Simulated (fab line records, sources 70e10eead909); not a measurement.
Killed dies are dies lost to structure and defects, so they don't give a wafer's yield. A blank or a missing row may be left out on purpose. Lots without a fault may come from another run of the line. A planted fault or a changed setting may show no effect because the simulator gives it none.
fab line records | flow nand_harc
record lots=21 wafers=63 last_day=24
route steps=1159 shown A_CONTACT@861
lots that met no fault: from a run of the same line without faults
start_h: hours from the record's first day to the start of the lot's first wafer shown | wait_h: hours since the lot's step before | " the same as in the row above | L1.1+2: a row that stands for several wafers | - no value, or no start given | * or withheld: withheld | < > ~ a bound
route shown NAME@n: a module of which the file shows steps, and the number in the route of the first | usual: mean/standard deviation of fault-free wafers | same: alike in all rows | chamber/n: place in a boat | sites: the reading at each site | _std_site: their standard deviation | _edge_site: outer sites' mean less inner sites' | radius_mm: how far each site lies from the wafer's centre | mask NAME#n: copy n | behind: the tool/chamber that last shaped the wafer | hold: why the lot was held/for how many hours/how that ended | device: the transistor (n, p or np) that didn't switch | end of line: the same wafers' tests at the end of the route | a step without rows: its recipe alone | killed: dies lost to structure and defects at the first sort, not the wafer's yield | map: a wafer's dies, x killed, . not, _ none there
set.NAME: the setting as run; set.NAME@STEP: as run at that earlier step | model.NAME: the simulator's own value behind a step, which no gauge read
steps of the route over a sample of lots; a table a step, a row a wafer
services: from which hour (start_h, from the record's first day; less than 0 if before it) a tool's chamber was out of use, for how many hours, and why
## steps
# step NHARC_A_CONTACT_ETCH_51
# recipe target_depth_a=36000 over_etch_frac=0.3 time_s=936 ion_energy_ev=150 o2_flow_sccm=400 cos_flow_sccm=20 ar_flow_sccm=0 rf_w=500 bias_w=300 chemistry=O2/COS
# usual bias_w=300.0/0.95 cos_flow_sccm=20.00/0.059 drypump_motor_current_A=5.7/0.43 mfc_ar_sccm=0.005/0.011 o2_flow_sccm=399.8/1.1 oes_product_au=1.003/0.014 rf_vpp_V=314.2/1.6 showerhead_plenum_p_Torr=3.13/0.095 throttle_valve_pct=28.329/0.01
# columns lot.wafer tool chamber start_h wait_h bias_w cos_flow_sccm drypump_motor_current_A mfc_ar_sccm o2_flow_sccm oes_product_au rf_hours_counter_h rf_vpp_V showerhead_plenum_p_Torr throttle_valve_pct
L074.1 rie_diel-07 2 - - 298.5 19.97 5.8 0 402.3 1.015 40 313.9 3.12 28.328
L074.3 " 0 " " 301.5 19.94 6.3 0.016 401.5 0.998 45 312.3 3.07 28.334
L074.5 " 1 " " 299.3 19.92 6.1 0.030 400.0 0.991 - 314.4 3.12 28.331
L076.2 rie_diel-13 2 - - 300.8 20.07 6.0 0.013 400.9 1.023 29 315.7 3.27 28.327
L076.6 " 3 " " 298.5 20.00 5.7 0.042 399.7 0.993 - 315.8 3.27 28.320
L076.5 " 0 " " 301.0 20.04 5.6 0 398.9 0.997 - 316.7 3.32 28.307
L075.4 rie_diel-05 3 - - 300.9 19.98 5.4 0 398.5 0.993 6 313.9 3.09 28.329
L075.1 " 1 " " 298.8 19.99 5.2 0 397.5 0.992 7 314.1 3.19 28.331
L075.6 " 3 " " 300.2 19.87 5.4 0 400.9 0.988 - 313.2 3.09 28.321
L080.1 rie_diel-05 3 - - 300.9 20.02 5.4 0 400.6 1.000 8 313.9 3.09 28.343
L080.3 " 0 " " 300.4 19.97 5.4 0 401.1 0.997 8 313.1 3.18 28.315
L080.5 " 1 " " 300.4 19.99 5.2 0 398.2 0.984 - 315.3 3.19 28.339
L077.4 rie_diel-05 2 - - 299.6 20.00 6.4 0 398.9 1.023 10 312.0 2.97 28.336
L077.3 " 3 " " 302.5 19.86 5.4 0 401.1 1.007 9 313.6 3.09 28.326
L077.6 " 1 " " 300.3 19.90 5.1 0 399.7 0.992 - 317.6 3.19 28.358
L081.3 rie_diel-05 3 - - 300.3 20.03 5.4 0 402.2 1.008 10 314.8 3.09 28.338
L081.2 " 0 " " 299.9 20.06 5.4 0 402.1 1.004 10 313.5 3.18 28.341
L081.4 " 1 " " 301.4 20.00 5.2 0 398.5 1.003 12 315.3 3.19 28.336
L078.3 rie_diel-13 1 - - 300.0 20.07 5.6 0 399.3 1.006 46 317.5 3.25 28.326
L078.2 " 3 " " 300.5 20.00 5.7 0.042 399.4 1.005 44 314.9 3.26 28.333
L078.6 " 1 " " 300.5 20.14 5.6 0 399.4 0.990 - 315.0 3.25 28.329
L083.1 rie_diel-07 1 - - 299.8 20.01 6.1 0.030 399.6 0.987 5 314.1 3.11 28.338
L083.5 " 1 " " 298.6 19.96 6.1 0.030 399.6 0.981 - 313.2 3.11 28.340
L083.6 " 2 " " 299.1 20.01 5.9 0 398.7 1.024 - 312.7 3.11 28.325
L084.3 rie_diel-07 1 - - 299.9 19.89 6.1 0.030 399.0 0.998 11 313.8 3.11 28.331
L084.2 " 3 " " 300.8 20.03 5.8 0 401.2 1.015 11 315.8 3.15 28.330
L084.5 " 1 " " 300.4 19.98 6.0 0.030 399.8 0.979 - 314.3 3.11 28.323
L085.1 rie_diel-13 2 - - 298.6 19.92 6.0 0.013 399.3 1.004 57 314.9 3.25 28.317
L085.4 " 3 " " 297.7 20.01 5.6 0.042 401.0 0.978 58 316.0 3.25 28.328
L085.3 " 1 " " 299.1 19.96 5.6 0 399.0 0.988 56 315.0 3.24 28.309
L088.1 rie_diel-07 0 - - 299.7 20.01 6.3 0.016 399.8 0.999 14 312.9 3.05 28.329
L088.5 " 3 " " 298.7 19.97 5.8 0 401.2 1.016 - 314.6 3.15 28.332
L088.6 " 0 " " 299.6 19.87 6.3 0.016 400.4 0.996 - 313.0 3.06 28.324
L089.2 rie_diel-05 3 - - 298.8 20.08 5.4 0 398.5 0.990 19 312.5 3.09 28.329
L089.6 " 2 " " 299.2 19.92 6.4 0 400.5 1.013 - 311.6 2.96 28.330
L089.5 " 3 " " 299.6 20.03 5.4 0 397.1 0.988 - 315.4 3.09 28.332
L087.2 rie_diel-07 0 - - 300.1 20.04 6.3 0.016 400.0 0.990 15 314.2 3.05 28.316
L087.1 " 1 " " 301.1 20.02 6.1 0.030 399.9 0.987 15 314.5 3.11 28.335
L087.6 " 3 " " 299.7 19.99 5.8 0 400.4 1.007 - 315.0 3.15 28.331
L090.1 rie_diel-05 0 - - 299.6 20.07 5.4 0 400.2 1.019 22 313.2 3.17 28.334
L090.2 " 1 " " 301.8 19.91 5.2 0 399.5 0.989 21 315.4 3.18 28.327
L090.6 " 0 " " 299.9 20.04 5.4 0 400.3 1.010 - 315.7 3.17 28.312
L092.4 rie_diel-05 2 - - 298.8 19.93 6.4 0 400.9 1.008 22 311.4 2.96 28.322
L092.2 " 3 " " 299.3 19.95 5.4 0 402.1 0.978 22 314.2 3.09 28.326
L092.5 " 1 " " 300.2 20.05 5.2 0 400.1 0.972 - 315.9 3.18 28.323
L093.3 rie_diel-05 1 - - 301.7 20.06 5.2 0 400.8 0.993 24 314.6 3.18 28.325
L093.4 " 2 " " 301.0 19.99 6.4 0 399.0 1.019 25 311.8 2.96 28.327
L093.5 " 1 " " 301.8 20.05 5.2 0 402.0 0.984 - 315.1 3.18 28.331
L091.3 rie_diel-05 1 - - 299.2 20.03 5.2 0 400.2 0.992 25 315.5 3.18 28.337
L091.1 " 3 " " 298.9 20.00 5.4 0 399.2 0.988 25 315.5 3.08 28.328
L091.4 " 0 " " 301.3 19.98 5.4 0 399.2 1.010 24 313.4 3.17 28.336
L095.3 rie_diel-05 3 - - 300.0 19.97 5.4 0 400.9 0.978 29 314.8 3.08 28.323
L095.2 " 0 " " 299.6 20.10 5.4 0 399.3 1.003 28 315.4 3.17 28.318
L095.5 " 0 " " 299.9 20.02 5.4 0 400.3 1.009 - 313.6 3.17 28.341
L096.1 rie_diel-05 0 - - 298.7 20.01 5.4 0 399.7 1.020 29 315.3 3.17 28.322
L096.3 " 1 " " 300.9 19.97 5.2 0 399.9 0.985 30 315.2 3.18 28.334
L096.4 " 2 " " 299.4 19.94 6.4 0 399.0 1.023 31 311.8 2.96 28.321
L094.4 rie_diel-13 1 - - 300.0 19.99 5.6 0 398.5 0.991 13 315.6 3.24 28.330
L094.1 " 3 " " 298.5 19.92 5.6 0.042 400.1 1.004 12 315.6 3.25 28.333
L094.5 " 1 " " 299.5 20.03 5.6 0 398.3 0.985 - 316.2 3.24 28.324
L097.3 rie_diel-05 0 - - 299.3 20.02 5.4 0 397.5 1.015 31 314.9 3.17 28.335
L097.2 " 1 " " 300.6 20.11 5.2 0 398.6 0.992 32 315.5 3.18 28.338
L097.6 " 1 " " 300.6 20.00 5.2 0 398.5 0.989 - 313.0 3.18 28.340
# step NHARC_A_CONTACT_ETCH_120
# recipe source_w=withheld pressure_mtorr=20 bias_v=3000 time_s=94 target_depth_a=9220 ar_flow_sccm=withheld c4f8_flow_sccm=withheld o2_flow_sccm=withheld chemistry=C4F8/O2/Ar
# columns lot.wafer tool chamber start_h wait_h rf_hours_counter_h
L074.1 har_cap_etch-03 1 373.93 0.1 81
L074.3 " 1 " " -
L074.5 " 0 " " -
L076.2 har_cap_etch-02 0 374.31 0.1 10
L076.6 " 0 " " -
L076.5 " 1 " " -
L075.1 har_cap_etch-01 0 384.59 0.1 56
L075.4 " 1 " " -
L075.6 " 0 " " -
L080.1 har_cap_etch-02 1 393.16 0.1 13
L080.3 " 1 " " -
L080.5 " 1 " " -
L077.4 har_cap_etch-03 0 397.11 0.1 -
L077.3 " 1 " " -
L077.6 " 1 " " -
L081.2 har_cap_etch-02 0 404.10 0.1 15
L081.3 " 1 " " -
L081.4 " 0 " " -
L078.2 har_cap_etch-03 0 404.84 0.1 88
L078.3 " 1 " " -
L078.6 " 1 " " -
L083.1 har_cap_etch-01 0 429.01 0.1 64
L083.6 " 1 " " -
L083.5 " 0 " " -
L084.2 har_cap_etch-02 1 443.17 0.1 20
L084.3 " 1 " " -
L084.5 " 0 " " -
L085.1 har_cap_etch-02 0 450.17 0.1 21
L085.3 " 0 " " -
L085.4 " 1 " " -
L088.1 har_cap_etch-01 1 450.44 0.1 66
L088.6 " 0 " " -
L088.5 " 1 " " -
L089.2 har_cap_etch-01 1 456.18 0.1 67
L089.5 " 0 " " -
L089.6 " 1 " " -
L087.2 har_cap_etch-03 0 456.61 0.1 97
L087.1 " 1 " " 97
L087.6 " 0 " " -
L090.1 har_cap_etch-03 1 461.71 0.1 98
L090.2 " 0 " " 98
L090.6 " 1 " " -
L092.2 har_cap_etch-02 1 462.24 0.1 25
L092.4 " 1 " " -
L092.5 " 0 " " -
L093.4 har_cap_etch-02 0 466.55 0.1 -
L093.3 " 1 " " -
L093.5 " 0 " " -
L091.1 har_cap_etch-02 0 468.04 0.1 28
L091.3 " 0 " " -
L091.4 " 1 " " -
L095.2 har_cap_etch-03 1 490.80 0.1 104
L095.3 " 0 " " -
L095.5 " 0 " " -
L096.1 har_cap_etch-01 0 494.85 0.1 74
L096.4 " 0 " " -
L096.3 " 1 " " -
L094.1 har_cap_etch-03 1 501.15 0.1 106
L094.4 " 1 " " -
L094.5 " 0 " " -
L097.2 har_cap_etch-02 0 503.17 0.1 34
L097.3 " 1 " " -
L097.6 " 1 " " -
# step NHARC_A_CONTACT_ETCH_128
# recipe source_w=withheld pressure_mtorr=20 bias_v=1200 time_s=155 target_depth_a=9560 ar_flow_sccm=withheld c4f8_flow_sccm=withheld o2_flow_sccm=withheld chemistry=C4F8/O2/Ar
# columns lot.wafer tool chamber start_h wait_h rf_hours_counter_h
L076.2 har_cap_etch-03 1 382.29 0.1 82
L076.6 " 0 " " -
L076.5 " 1 " " -
L074.1 har_cap_etch-02 0 383.32 0.2 11
L074.3 " 1 " " -
L074.5 " 0 " " -
L075.1 har_cap_etch-03 0 392.03 0.1 85
L075.4 " 1 " " -
L075.6 " 0 " " -
L080.1 har_cap_etch-01 1 400.76 0.1 59
L080.3 " 1 " " -
L080.5 " 1 " " -
L077.3 har_cap_etch-01 1 406.81 0.1 -
L077.4 " 0 " " -
L077.6 " 1 " " -
L081.2 har_cap_etch-01 0 415.04 0.1 62
L081.4 " 1 " " -
L081.3 " 0 " " -
L078.2 har_cap_etch-02 1 415.86 0.1 17
L078.3 " 0 " " -
L078.6 " 1 " " -
L083.1 har_cap_etch-03 1 437.35 0.2 93
L083.5 " 0 " " -
L083.6 " 1 " " -
L084.2 har_cap_etch-03 0 450.66 0.2 95
L084.3 " 1 " " -
L084.5 " 1 " " -
L085.1 har_cap_etch-02 1 457.77 0.1 23
L085.4 " 0 " " -
L085.3 " 1 " " -
L088.1 har_cap_etch-01 1 459.91 0.1 68
L088.5 " 1 " " -
L088.6 " 0 " " -
L089.2 har_cap_etch-03 1 465.52 0.1 99
L089.5 " 1 " " -
L089.6 " 0 " " -
L087.2 har_cap_etch-01 1 466.86 0.1 70
L087.1 " 0 " " 70
L087.6 " 1 " " -
L090.2 har_cap_etch-03 0 468.27 0.1 101
L090.1 " 1 " " 101
L090.6 " 0 " " -
L092.2 har_cap_etch-02 1 470.39 0.1 29
L092.4 " 0 " " -
L092.5 " 1 " " -
L093.3 har_cap_etch-03 0 473.22 0.1 -
L093.4 " 1 " " -
L093.5 " 1 " " -
L091.1 har_cap_etch-02 0 474.80 0.1 31
L091.4 " 1 " " -
L091.3 " 0 " " -
L095.2 har_cap_etch-02 1 497.27 0.1 33
L095.3 " 1 " " -
L095.5 " 1 " " -
L096.1 har_cap_etch-01 1 502.66 0.2 75
L096.4 " 0 " " -
L096.3 " 1 " " -
L094.1 har_cap_etch-01 0 507.68 0.1 77
L094.4 " 1 " " -
L094.5 " 0 " " -
L097.2 har_cap_etch-03 0 511.21 0.1 107
L097.3 " 1 " " -
L097.6 " 0 " " -
# step NHARC_A_CONTACT_ETCH_131
# recipe source_w=withheld pressure_mtorr=20 bias_v=1200 time_s=155 target_depth_a=9560 ar_flow_sccm=withheld c4f8_flow_sccm=withheld o2_flow_sccm=withheld chemistry=C4F8/O2/Ar
# columns lot.wafer tool chamber start_h wait_h rf_hours_counter_h
L076.2 har_cap_etch-03 1 382.71 0.1 83
L076.6 " 0 " " -
L076.5 " 1 " " -
L074.1 har_cap_etch-02 0 383.89 0.2 11
L074.3 " 1 " " -
L074.5 " 0 " " -
L075.1 har_cap_etch-03 0 392.45 0.1 85
L075.4 " 1 " " -
L075.6 " 0 " " -
L080.1 har_cap_etch-01 1 401.19 0.1 59
L080.3 " 1 " " -
L080.5 " 1 " " -
L077.3 har_cap_etch-01 1 407.24 0.1 -
L077.4 " 0 " " -
L077.6 " 1 " " -
L081.2 har_cap_etch-01 0 415.46 0.1 62
L081.4 " 1 " " -
L081.3 " 0 " " -
L078.2 har_cap_etch-02 1 416.28 0.1 17
L078.3 " 0 " " -
L078.6 " 1 " " -
L083.1 har_cap_etch-03 1 437.86 0.1 93
L083.5 " 0 " " -
L083.6 " 1 " " -
L084.2 har_cap_etch-03 0 451.23 0.2 95
L084.3 " 1 " " -
L084.5 " 1 " " -
L085.1 har_cap_etch-02 1 458.20 0.1 24
L085.4 " 0 " " -
L085.3 " 1 " " -
L088.1 har_cap_etch-01 1 460.33 0.1 68
L088.5 " 1 " " -
L088.6 " 0 " " -
L089.2 har_cap_etch-03 1 465.95 0.1 99
L089.5 " 1 " " -
L089.6 " 0 " " -
L087.2 har_cap_etch-01 1 467.29 0.1 71
L087.1 " 0 " " 71
L087.6 " 1 " " -
L090.2 har_cap_etch-03 0 468.69 0.1 101
L090.1 " 1 " " 101
L090.6 " 0 " " -
L092.2 har_cap_etch-02 1 470.81 0.1 29
L092.4 " 0 " " -
L092.5 " 1 " " -
L093.3 har_cap_etch-03 0 473.65 0.1 -
L093.4 " 1 " " -
L093.5 " 1 " " -
L091.1 har_cap_etch-02 0 475.23 0.1 31
L091.4 " 1 " " -
L091.3 " 0 " " -
L095.2 har_cap_etch-02 1 497.69 0.1 33
L095.3 " 1 " " -
L095.5 " 1 " " -
L096.1 har_cap_etch-01 1 503.22 0.1 76
L096.4 " 0 " " -
L096.3 " 1 " " -
L094.1 har_cap_etch-01 0 508.10 0.1 77
L094.4 " 1 " " -
L094.5 " 0 " " -
L097.2 har_cap_etch-03 0 511.63 0.1 108
L097.3 " 1 " " -
L097.6 " 0 " " -
# step NHARC_A_CONTACT_ETCH_89
# recipe target_depth_a=2600 over_etch_frac=0.3 time_s=475.3 ion_energy_ev=200 n2_flow_sccm=150 h2_flow_sccm=150 ar_flow_sccm=0 rf_w=400 bias_w=150 chemistry=N2/H2
# usual bias_w=150.1/0.44 drypump_motor_current_A=5.7/0.43 mfc_ar_sccm=0.004/0.011 oes_product_au=1.002/0.014 rf_vpp_V=430.5/2 showerhead_plenum_p_Torr=2.04/0.066 throttle_valve_pct=14.172/0.0086
# columns lot.wafer tool chamber start_h wait_h bias_w drypump_motor_current_A mfc_ar_sccm oes_product_au rf_hours_counter_h rf_vpp_V showerhead_plenum_p_Torr throttle_valve_pct
L076.2 rie_diel-07 2 - - 150.1 5.8 0 1.014 47 428.9 2.03 14.172
L076.5 " 3 " " 150.6 5.8 0 0.997 - 432.8 2.07 14.175
L076.6 " 0 " " 150.0 6.4 0.016 0.986 - 430.2 2.00 14.164
L074.3 rie_diel-05 0 - - 149.9 5.4 0 0.999 7 432.1 2.08 14.164
L074.1 " 2 " " 150.7 6.4 0 1.021 8 427.0 1.93 14.177
L074.5 " 0 " " 149.9 5.4 0 1.009 - 431.2 2.08 14.158
L075.1 rie_diel-05 3 - - 150.7 5.4 0 1.010 9 429.1 2.02 14.176
L075.4 " 0 " " 150.9 5.4 0 1.006 9 430.4 2.08 14.165
L075.6 " 3 " " 150.6 5.4 0 0.992 - 430.0 2.02 14.174
L080.3 rie_diel-05 1 - - 149.7 5.2 0 0.993 13 432.1 2.09 14.181
L080.1 " 3 " " 150.2 5.4 0 1.003 12 429.1 2.02 14.170
L080.5 " 1 " " 150.5 5.2 0 0.995 - 432.0 2.09 14.176
L077.4 rie_diel-07 0 - - 151.0 6.3 0.016 1.002 0 429.7 2.00 14.180
L077.3 " 1 " " 150.5 6.1 0.030 0.994 0 428.7 2.03 14.179
L077.6 " 3 " " 149.7 5.8 0 1.007 - 429.7 2.07 14.166
L081.3 rie_diel-05 1 - - 149.9 5.2 0 0.994 15 431.9 2.08 14.173
L081.4 " 3 " " 149.5 5.4 0 0.992 15 429.4 2.02 14.175
L081.2 " 0 " " 149.7 5.4 0 1.011 15 432.6 2.08 14.163
L078.3 rie_diel-05 0 - - 150.7 5.4 0 1.011 15 432.5 2.08 14.188
L078.2 " 2 " " 150.4 6.4 0 1.011 16 426.3 1.93 14.178
L078.6 " 3 " " 150.0 5.4 0 0.995 - 430.3 2.02 14.174
L083.1 rie_diel-05 1 - - 149.8 5.2 0 0.999 17 430.1 2.08 14.176
L083.6 " 2 " " 149.8 6.4 0 1.009 - 427.8 1.93 14.166
L083.5 " 3 " " 150.4 5.4 0 0.996 - 429.1 2.02 14.161
L084.2 rie_diel-07 2 - - 150.4 5.9 0 1.024 16 429.3 2.03 14.159
L084.3 " 0 " " 149.8 6.3 0.016 1.004 17 428.5 1.99 14.177
L084.5 " 2 " " 149.5 5.8 0 1.019 - 429.9 2.03 14.166
L085.1 rie_diel-13 0 - - 149.8 5.6 0 0.979 3 433.8 2.17 14.169
L085.4 " 1 " " 149.4 5.6 0 0.998 3 432.8 2.12 14.162
L085.3 " 2 " " 150.0 6.0 0.013 1.031 2 435.0 2.13 14.168
L088.1 rie_diel-05 3 - - 150.3 5.4 0 0.988 25 430.5 2.01 14.180
L088.6 " 1 " " 149.9 5.2 0 0.988 - 432.8 2.08 14.166
L088.5 " 2 " " 150.1 6.4 0 1.020 - 428.6 1.92 14.178
L089.2 rie_diel-05 0 - - 149.6 5.4 0 0.996 26 431.3 2.07 14.154
L089.5 " 1 " " 150.1 5.2 0 0.971 - 432.0 2.08 14.175
L089.6 " 2 " " 150.8 6.4 0 1.010 - 427.1 1.92 14.185
L087.2 rie_diel-05 3 - - 150.3 5.4 0 0.999 27 431.2 2.01 14.163
L087.1 " 2 " " 149.9 6.4 0 1.016 28 428.4 1.92 14.183
L087.6 " 3 " " 150.5 5.4 0 0.988 - 427.7 2.01 14.167
L090.2 rie_diel-05 3 - - 149.7 5.4 0 0.997 27 429.9 2.01 14.172
L090.1 " 2 " " 150.3 6.4 0 1.018 29 427.7 1.92 14.190
L090.6 " 3 " " 148.7 5.4 0 0.988 - 430.3 2.01 14.162
L092.2 rie_diel-07 1 - - 150.5 6.0 0.030 0.973 24 430.2 2.02 14.169
L092.4 " 2 " " 149.7 5.9 0 1.012 23 429.2 2.02 14.180
L092.5 " 2 " " 149.8 5.9 0 1.010 - 431.0 2.02 14.169
L093.3 rie_diel-07 2 - - 150.7 5.9 0 1.010 24 430.7 2.02 14.169
L093.4 " 1 " " 149.2 6.1 0.030 0.975 24 431.3 2.02 14.184
L093.5 " 3 " " 150.1 5.8 0 1.018 - 431.2 2.06 14.176
L091.1 rie_diel-13 3 - - 149.9 5.6 0.042 1.015 7 434.1 2.13 14.175
L091.3 " 0 " " 150.5 5.6 0 0.984 8 433.6 2.17 14.183
L091.4 " 1 " " 150.4 5.6 0 0.991 8 432.6 2.12 14.188
L095.3 rie_diel-05 0 - - 150.0 5.4 0 1.007 31 431.5 2.07 14.174
L095.2 " 2 " " 149.6 6.4 0 1.023 32 427.0 1.92 14.172
L095.5 " 1 " " 149.6 5.2 0 0.994 - 433.0 2.08 14.160
L096.3 rie_diel-05 3 - - 150.0 5.4 0 0.987 33 430.1 2.01 14.166
L096.1 " 0 " " 150.0 5.4 0 1.010 33 431.1 2.07 14.181
L096.4 " 1 " " 150.2 5.2 0 0.999 34 431.9 2.08 14.168
L094.1 rie_diel-05 2 - - 149.6 6.4 0 1.018 34 429.8 1.92 14.168
L094.4 " 0 " " 149.2 5.4 0 1.018 34 429.8 2.07 14.187
L094.5 " 2 " " 150.1 6.4 0 1.022 - 428.1 1.92 14.178
L097.2 rie_diel-05 2 - - 150.0 6.4 0 1.016 35 427.2 1.92 14.168
L097.3 " 1 " " 150.3 5.2 0 0.993 35 431.8 2.08 14.159
L097.6 " 2 " " 150.2 6.4 0 1.018 - 427.0 1.92 14.179
# step NHARC_A_CONTACT_ETCH_31
# recipe target_depth_a=20000 over_etch_frac=0.3 time_s=520 ion_energy_ev=150 o2_flow_sccm=400 cos_flow_sccm=20 ar_flow_sccm=0 rf_w=500 bias_w=300 chemistry=O2/COS
# usual bias_w=300.0/0.89 cos_flow_sccm=20.00/0.071 drypump_motor_current_A=5.7/0.44 mfc_ar_sccm=0.004/0.0094 o2_flow_sccm=400.0/1.1 oes_product_au=1.002/0.013 rf_vpp_V=314.2/1.6 showerhead_plenum_p_Torr=3.12/0.091 throttle_valve_pct=28.330/0.0092
# columns lot.wafer tool chamber start_h wait_h bias_w cos_flow_sccm drypump_motor_current_A mfc_ar_sccm o2_flow_sccm oes_product_au rf_hours_counter_h rf_vpp_V showerhead_plenum_p_Torr throttle_valve_pct
L076.2 rie_diel-07 0 - - 300.3 20.02 6.4 0.016 402.3 0.998 52 313.4 3.07 28.314
L076.5 " 0 " " 299.7 20.04 6.3 0.016 401.6 0.995 - 313.6 3.07 28.340
L076.6 " 1 " " 299.5 19.88 6.0 0.030 399.4 0.998 - 315.2 3.12 28.330
L074.3 rie_diel-05 2 - - 299.4 20.04 6.4 0 399.2 1.008 8 312.7 2.97 28.322
L074.1 " 3 " " 301.3 19.93 5.4 0 401.2 1.000 7 314.1 3.09 28.334
L074.5 " 1 " " 299.6 19.95 5.2 0 400.5 0.989 - 315.8 3.19 28.316
L075.4 rie_diel-05 1 - - 298.9 20.13 5.2 0 400.5 0.985 11 315.6 3.19 28.323
L075.1 " 2 " " 299.4 19.92 6.4 0 400.7 1.016 11 310.3 2.97 28.335
L075.6 " 1 " " 300.6 19.99 5.2 0 400.2 0.995 - 314.6 3.19 28.319
L080.3 rie_diel-05 2 - - 300.6 20.00 6.5 0 401.8 1.005 13 311.8 2.97 28.329
L080.1 " 3 " " 300.3 19.91 5.4 0 399.7 0.981 12 315.5 3.09 28.326
L080.5 " 3 " " 299.3 19.97 5.4 0 397.3 0.997 - 313.8 3.09 28.333
L077.3 rie_diel-07 3 - - 299.8 19.96 5.8 0 400.5 1.015 0 315.4 3.16 28.326
L077.4 " 0 " " 299.8 20.08 6.4 0.016 400.8 0.990 0 313.9 3.06 28.337
L077.6 " 1 " " 299.5 20.09 6.1 0.030 401.6 0.993 - 312.0 3.11 28.324
L081.4 rie_diel-05 3 - - 301.0 20.14 5.4 0 400.0 0.994 15 313.2 3.09 28.318
L081.2 " 1 " " 299.9 19.98 5.2 0 399.4 0.996 16 316.0 3.19 28.320
L081.3 " 2 " " 299.3 19.97 6.4 0 399.0 1.007 16 311.0 2.96 28.325
L078.3 rie_diel-05 0 - - 299.5 19.98 5.4 0 400.3 1.000 16 315.3 3.17 28.327
L078.2 " 1 " " 301.5 20.05 5.2 0 400.4 0.991 16 314.3 3.19 28.344
L078.6 " 2 " " 299.3 19.96 6.4 0 399.6 1.016 - 312.1 2.96 28.324
L083.1 rie_diel-05 1 - - 301.1 19.95 5.2 0 400.0 0.975 17 315.3 3.18 28.330
L083.6 " 0 " " 300.7 20.05 5.4 0 401.1 0.998 - 315.4 3.17 28.319
L083.5 " 1 " " 300.3 19.98 5.2 0 400.3 0.982 - 315.4 3.18 28.336
L084.3 rie_diel-07 1 - - 299.7 20.06 6.0 0.030 399.9 0.986 17 313.9 3.10 28.323
L084.2 " 2 " " 301.2 19.98 5.8 0 401.7 1.027 17 314.2 3.10 28.318
L084.5 " 3 " " 300.9 20.04 5.8 0 400.4 1.025 - 313.6 3.15 28.343
L085.3 rie_diel-13 0 - - 300.7 20.04 5.6 0 400.1 0.983 4 317.3 3.30 28.333
L085.1 " 2 " " 298.4 20.02 6.0 0.013 399.8 1.021 3 316.7 3.25 28.328
L085.4 " 3 " " 299.8 19.89 5.6 0.042 400.0 1.009 3 317.2 3.25 28.332
L088.1 rie_diel-05 0 - - 299.1 19.94 5.4 0 399.3 1.009 25 313.2 3.17 28.342
L088.6 " 0 " " 299.5 19.97 5.4 0 397.7 1.003 - 314.7 3.17 28.334
L088.5 " 1 " " 299.8 19.86 5.2 0 400.8 0.988 - 315.6 3.18 28.332
L089.2 rie_diel-05 0 - - 300.5 20.09 5.4 0 398.3 1.010 26 313.5 3.17 28.334
L089.6 " 0 " " 301.1 20.06 5.4 0 396.8 1.014 - 314.6 3.17 28.325
L089.5 " 1 " " 302.2 20.02 5.2 0 399.9 1.002 - 314.9 3.18 28.331
L087.1 rie_diel-05 2 - - 299.9 20.04 6.4 0 399.1 1.019 28 313.5 2.96 28.326
L087.2 " 3 " " 299.6 20.02 5.4 0 402.7 0.980 27 312.7 3.08 28.330
L087.6 " 3 " " 299.6 19.94 5.4 0 400.3 0.991 - 315.1 3.08 28.315
L090.2 rie_diel-05 1 - - 299.7 19.94 5.2 0 399.5 0.989 29 317.4 3.18 28.351
L090.1 " 2 " " 299.3 20.03 6.4 0 401.2 1.017 29 311.9 2.96 28.342
L090.6 " 0 " " 299.6 19.99 5.4 0 401.3 1.019 - 315.0 3.17 28.343
L092.4 rie_diel-07 2 - - 299.9 20.14 5.9 0 399.6 1.027 24 314.0 3.10 28.340
L092.2 " 0 " " 299.4 20.05 6.3 0.016 399.3 1.011 25 312.3 3.05 28.340
L092.5 " 2 " " 300.5 20.04 5.9 0 400.0 1.020 - 312.3 3.10 28.334
L093.4 rie_diel-07 1 - - 301.2 19.86 6.0 0.030 399.8 0.999 24 313.0 3.10 28.334
L093.3 " 3 " " 300.2 19.98 5.8 0 400.7 1.010 26 313.6 3.15 28.341
L093.5 " 1 " " 300.9 19.99 6.0 0.030 398.2 0.980 - 313.3 3.10 28.341
L091.4 rie_diel-13 1 - - 300.8 20.00 5.6 0 398.4 0.984 8 317.1 3.24 28.323
L091.1 " 2 " " 298.2 19.95 6.0 0.013 401.2 1.030 7 316.2 3.25 28.319
L091.3 " 3 " " 300.7 19.87 5.6 0.042 401.5 1.022 7 316.9 3.25 28.329
L095.3 rie_diel-05 2 - - 300.5 19.96 6.4 0 401.0 1.012 32 312.4 2.96 28.320
L095.2 " 3 " " 300.8 20.11 5.4 0 399.8 0.984 32 312.9 3.08 28.352
L095.5 " 1 " " 299.2 19.98 5.2 0 398.5 0.995 - 314.5 3.18 28.332
L096.1 rie_diel-05 3 - - 298.6 20.07 5.4 0 400.3 0.989 33 315.1 3.08 28.338
L096.4 " 1 " " 299.3 20.03 5.2 0 401.1 1.000 34 315.4 3.18 28.328
L096.3 " 2 " " 299.4 19.92 6.4 0 400.9 1.014 34 311.1 2.96 28.338
L094.1 rie_diel-05 0 - - 300.3 19.96 5.4 0 399.3 1.016 34 315.8 3.17 28.311
L094.4 " 2 " " 300.9 20.03 6.4 0 402.5 1.017 34 311.9 2.96 28.350
L094.5 " 1 " " 299.0 19.93 5.2 0 400.9 1.003 - 314.9 3.18 28.328
L097.3 rie_diel-05 3 - - 300.9 20.00 5.4 0 400.8 0.979 35 312.7 3.08 28.330
L097.2 " 0 " " 299.4 20.02 5.4 0 399.7 1.005 35 314.1 3.16 28.324
L097.6 " 2 " " 298.2 19.89 6.4 0 399.2 1.009 - 312.0 2.96 28.328
## services
# columns tool chamber start_h hours kind
rie_diel-05 0 349.79 - clean
rie_diel-05 1 349.79 - clean
rie_diel-05 2 349.79 - clean
rie_diel-05 3 349.79 - clean
rie_diel-05 0 374.29 - clean
rie_diel-05 1 374.29 - clean
rie_diel-05 2 374.29 - clean
rie_diel-05 3 374.29 - clean
rie_diel-13 - 377.73 0.4 repair
rie_diel-05 1 392.31 2.7 repair
rie_diel-05 0 398.94 - clean
rie_diel-05 1 398.94 - clean
rie_diel-05 2 398.94 - clean
rie_diel-05 3 398.94 - clean
rie_diel-07 - 405.27 9.0 pm
rie_diel-05 0 423.44 - clean
rie_diel-05 1 423.44 - clean
rie_diel-05 2 423.44 - clean
rie_diel-05 3 423.44 - clean
rie_diel-05 3 429.14 11.9 repair
rie_diel-05 0 447.97 - clean
rie_diel-13 - 453.44 9.0 pm
rie_diel-07 - 489.58 0.3 repair
rie_diel-07 1 512.87 5.5 repair
## key
fault none
